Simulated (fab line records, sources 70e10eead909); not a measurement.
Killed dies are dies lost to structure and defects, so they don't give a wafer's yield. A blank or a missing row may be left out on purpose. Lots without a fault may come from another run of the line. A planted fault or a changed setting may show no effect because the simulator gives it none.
Which tool did it? | flow nand_harc | 11 lots, 33 wafers sampled, at 5 steps of a route of 1302

WHAT THE GAUGES READ, wafer by wafer
NHARC_END_SORT_01.
lot  | measured     | on        | killed_at_array | killed_at_other | killed_at_periphery | killed_dies | killed_open | killed_short
L875 | day 30 17:21 | prober-01 | 67 673 75       | 1 1 1           | 2 3 3               | 70 677 79   | 2 4 6       | 3 4 5

WHICH TOOL RAN EACH LOT (tool, then ch and the chambers of the sampled wafers, then the start)
lot  | NHARC_A_STAIRCASE_ETCH_27                     | NHARC_A_STAIRCASE_TRIM_191         | NHARC_A_STAIRCASE_TRIM_193                  | NHARC_A_STAIRCASE_TRIM_198
L861 | rie_diel-08 ch 0,1, day 15 16:40 or earlier   | rie_diel-12 ch 0,1,2, day 15 16:40 | rie_diel-12 ch 0,2,3, no start              | rie_diel-11 ch 2,3, no start
L864 | rie_diel-11 ch 1,2, day 17 04:17 or earlier   | rie_diel-11 ch 0,1, day 17 04:17   | rie_diel-11 ch 1,3, no start                | rie_diel-11 ch 1,2,3, no start
L863 | rie_diel-12 ch 0,1, day 17 04:41 or earlier   | rie_diel-12 ch 1,2, day 17 04:41   | rie_diel-12 ch 1,3, no start                | rie_diel-12 ch 0,1,3, no start
L865 | rie_diel-08 ch 0,1,3, day 17 14:35 or earlier | rie_diel-08 ch 0,2,3, day 17 14:35 | rie_diel-08 ch 0,1,3, no start              | rie_diel-12 ch 0,1,2, no start
L867 | rie_diel-12 ch 0,1,2, day 18 19:52 or earlier | rie_diel-12 ch 0,2,3, day 18 19:52 | rie_diel-12 ch 1,2,3, no start              | rie_diel-11 ch 0,1,2, no start
L869 | rie_diel-12 ch 0,2, day 19 14:28 or earlier   | rie_diel-12 ch 1,2,3, day 19 14:28 | rie_diel-12 ch 0,2,3, no start              | rie_diel-12 ch 0,2, no start
L875 | rie_diel-08 ch 0,2, day 21 23:08 or earlier   | rie_diel-12 ch 0,3, day 21 23:08   | rie_diel-12 ch 0,2, day 30 17:21 or earlier | rie_diel-12 ch 0,2,3, day 30 17:21 or earlier
L880 | rie_diel-08 ch 0,1,2, day 23 20:35 or earlier | rie_diel-11 ch 0,2,3, day 23 20:35 | rie_diel-11 ch 1,2,3, no start              | rie_diel-11 ch 1,2,3, no start
L882 | rie_diel-11 ch 0,2,3, day 24 18:34 or earlier | rie_diel-12 ch 1,2,3, day 24 18:34 | rie_diel-12 ch 0,1,3, no start              | rie_diel-12 ch 0,1,3, no start
L883 | rie_diel-11 ch 0,1,3, day 25 11:20 or earlier | rie_diel-12 ch 1,2, day 25 11:20   | rie_diel-12 ch 1,2,3, no start              | rie_diel-11 ch 0,1, no start
L884 | rie_diel-12 ch 0,1,2, day 25 11:25 or earlier | rie_diel-12 ch 1,2,3, day 25 11:25 | rie_diel-12 ch 0,1,2, no start              | rie_diel-08 ch 0,2,3, no start
- NHARC_A_STAIRCASE_ETCH_27: etches the open film in C4F8/O2, target depth 100 nm, time 40.5 s.
- NHARC_A_STAIRCASE_TRIM_191: chemistry O2, time 211.2 s.
- NHARC_A_STAIRCASE_TRIM_193: chemistry O2, time 211.2 s.
- NHARC_A_STAIRCASE_TRIM_198: chemistry O2, time 211.2 s.

WHAT THE TOOLS THEMSELVES READ (means of the sampled wafers that have a number; where no wafer has one, the mark that the record gives instead)
NHARC_A_STAIRCASE_ETCH_27.
lot  | tool        | oes_product_au (a.u.) | rf_fwd_power_W (W) | rf_vpp_V (V)
L861 | rie_diel-08 | 0.934                 | 594                | 900
L864 | rie_diel-11 | 0.953                 | 596                | 896
L863 | rie_diel-12 | 0.938                 | 595                | 904
L865 | rie_diel-08 | 0.939                 | 594                | 894
L867 | rie_diel-12 | 0.938                 | 594                | 899
L869 | rie_diel-12 | 0.947                 | 592                | 897
L875 | rie_diel-08 | 0.946                 | 596                | 902
L880 | rie_diel-08 | 0.954                 | 593                | 896
L882 | rie_diel-11 | 0.944                 | 594                | 895
L883 | rie_diel-11 | 0.941                 | 594                | 893
L884 | rie_diel-12 | 0.941                 | 595                | 899

NHARC_A_STAIRCASE_TRIM_191.
lot  | tool        | drypump_motor_current_A (A) | oes_product_au (a.u.) | rf_vpp_V (V) | run_length_s (s) | showerhead_plenum_p_Torr (Torr) | throttle_valve_pct (%)
L861 | rie_diel-12 | 5.8                         | 1.000                 | 58.0         | 232.6            | 3.61                            | 17.037
L864 | rie_diel-11 | 5.5                         | 0.999                 | 58.1         | 232.1            | 3.58                            | 17.036
L863 | rie_diel-12 | 6.0                         | 0.998                 | 57.7         | 232.4            | 3.50                            | 17.032
L865 | rie_diel-08 | 5.7                         | 0.998                 | 58.7         | 232.4            | 3.55                            | 17.037
L867 | rie_diel-12 | 6.1                         | 1.002                 | 57.4         | 232.9            | 3.49                            | 17.044
L869 | rie_diel-12 | 6.0                         | 0.988                 | 57.3         | 232.5            | 3.52                            | 17.032
L875 | rie_diel-12 | 6.0                         | 0.997                 | 57.0         | 260.6            | 3.51                            | 17.043
L880 | rie_diel-11 | 5.7                         | 1.001                 | 57.7         | 232.1            | 3.52                            | 17.035
L882 | rie_diel-12 | 6.0                         | 0.989                 | 57.3         | 232.6            | 3.51                            | 17.040
L883 | rie_diel-12 | 6.0                         | 0.998                 | 57.6         | 232.6            | 3.47                            | 17.045
L884 | rie_diel-12 | 6.0                         | 0.995                 | 57.6         | 232.4            | 3.50                            | 17.040

NHARC_A_STAIRCASE_TRIM_193.
lot  | tool        | drypump_motor_current_A (A) | oes_product_au (a.u.) | rf_vpp_V (V) | run_length_s (s) | showerhead_plenum_p_Torr (Torr) | throttle_valve_pct (%)
L861 | rie_diel-12 | 6.1                         | 0.988                 | 57.5         | 232.5            | 3.50                            | 17.040
L864 | rie_diel-11 | 5.4                         | 0.998                 | 57.0         | 231.9            | 3.44                            | 17.037
L863 | rie_diel-12 | 6.0                         | 0.999                 | 57.2         | 232.8            | 3.57                            | 17.035
L865 | rie_diel-08 | 5.5                         | 0.996                 | 57.1         | 232.1            | 3.47                            | 17.039
L867 | rie_diel-12 | 6.0                         | 0.998                 | 57.1         | 232.5            | 3.53                            | 17.037
L869 | rie_diel-12 | 6.1                         | 0.993                 | 56.9         | 232.7            | 3.48                            | 17.038
L875 | rie_diel-12 | 6.1                         | 1.006                 | 57.9         | 232.3            | 3.45                            | 17.042
L880 | rie_diel-11 | 5.8                         | 1.005                 | 58.4         | 232.2            | 3.57                            | 17.023
L882 | rie_diel-12 | 5.8                         | 0.988                 | 58.1         | 232.5            | 3.60                            | 17.045
L883 | rie_diel-12 | 6.0                         | 0.993                 | 58.3         | 232.5            | 3.50                            | 17.027
L884 | rie_diel-12 | 5.8                         | 0.999                 | 57.6         | 232.2            | 3.57                            | 17.039

NHARC_A_STAIRCASE_TRIM_198.
lot  | tool        | drypump_motor_current_A (A) | oes_product_au (a.u.) | rf_vpp_V (V) | run_length_s (s) | showerhead_plenum_p_Torr (Torr) | throttle_valve_pct (%)
L861 | rie_diel-11 | 5.7                         | 0.999                 | 57.5         | 232.0            | 3.33                            | 17.047
L864 | rie_diel-11 | 5.8                         | 1.004                 | 57.0         | 232.1            | 3.42                            | 17.046
L863 | rie_diel-12 | 5.8                         | 0.994                 | 57.1         | 232.6            | 3.64                            | 17.034
L865 | rie_diel-12 | 5.8                         | 1.004                 | 58.4         | 232.4            | 3.60                            | 17.035
L867 | rie_diel-11 | 5.8                         | 1.004                 | 57.6         | 232.7            | 3.45                            | 17.039
L869 | rie_diel-12 | 6.1                         | 0.999                 | 57.4         | 232.3            | 3.45                            | 17.036
L875 | rie_diel-12 | 6.1                         | 0.998                 | 57.7         | 232.4            | 3.48                            | 17.042
L880 | rie_diel-11 | 5.7                         | 1.003                 | 57.5         | 232.2            | 3.57                            | 17.030
L882 | rie_diel-12 | 5.8                         | 0.996                 | 58.1         | 232.7            | 3.60                            | 17.038
L883 | rie_diel-11 | 5.4                         | 1.011                 | 57.6         | 232.5            | 3.54                            | 17.043
L884 | rie_diel-08 | 5.7                         | 1.001                 | 57.2         | 232.4            | 3.51                            | 17.039

THE ANSWER, worked out from the rows above alone
Rule: what is usual is taken from the lots themselves. Put in order of their means at a reading, lots are off if they are a third of the lots or fewer, leave a main group of 4 or more, and stand apart from it by a gap of 3 or more times the standard deviation of the main group's means; of several such gaps the widest counts. A main group whose means are all the same, to the digits that the tables above print for the reading, isn't used. A lot without any number at a reading at which 4 lots or more have one is off too. The other lots that the step has rows for count as sound. The gauges are gone through in route order, then the tools' own readings, and for those a lot's mean is taken as printed above. The first step at which some lot is off is used, and at that step the reading that is off furthest; a lot without a number counts as furthest.
Off: L875, at NHARC_A_STAIRCASE_TRIM_191 (run_length_s). The main group: mean 232.5 s, standard deviation 0.23.
A tool fits if, at that step or a process step before it, it ran every lot that is off, and no sound lot after the first of them. NHARC_A_STAIRCASE_ETCH_27 gives no start for some lots, so the hours and the order of its lots are those of NHARC_A_STAIRCASE_TRIM_191. None of those tried fits.

WHAT THE SIMULATOR HAD PUT IN
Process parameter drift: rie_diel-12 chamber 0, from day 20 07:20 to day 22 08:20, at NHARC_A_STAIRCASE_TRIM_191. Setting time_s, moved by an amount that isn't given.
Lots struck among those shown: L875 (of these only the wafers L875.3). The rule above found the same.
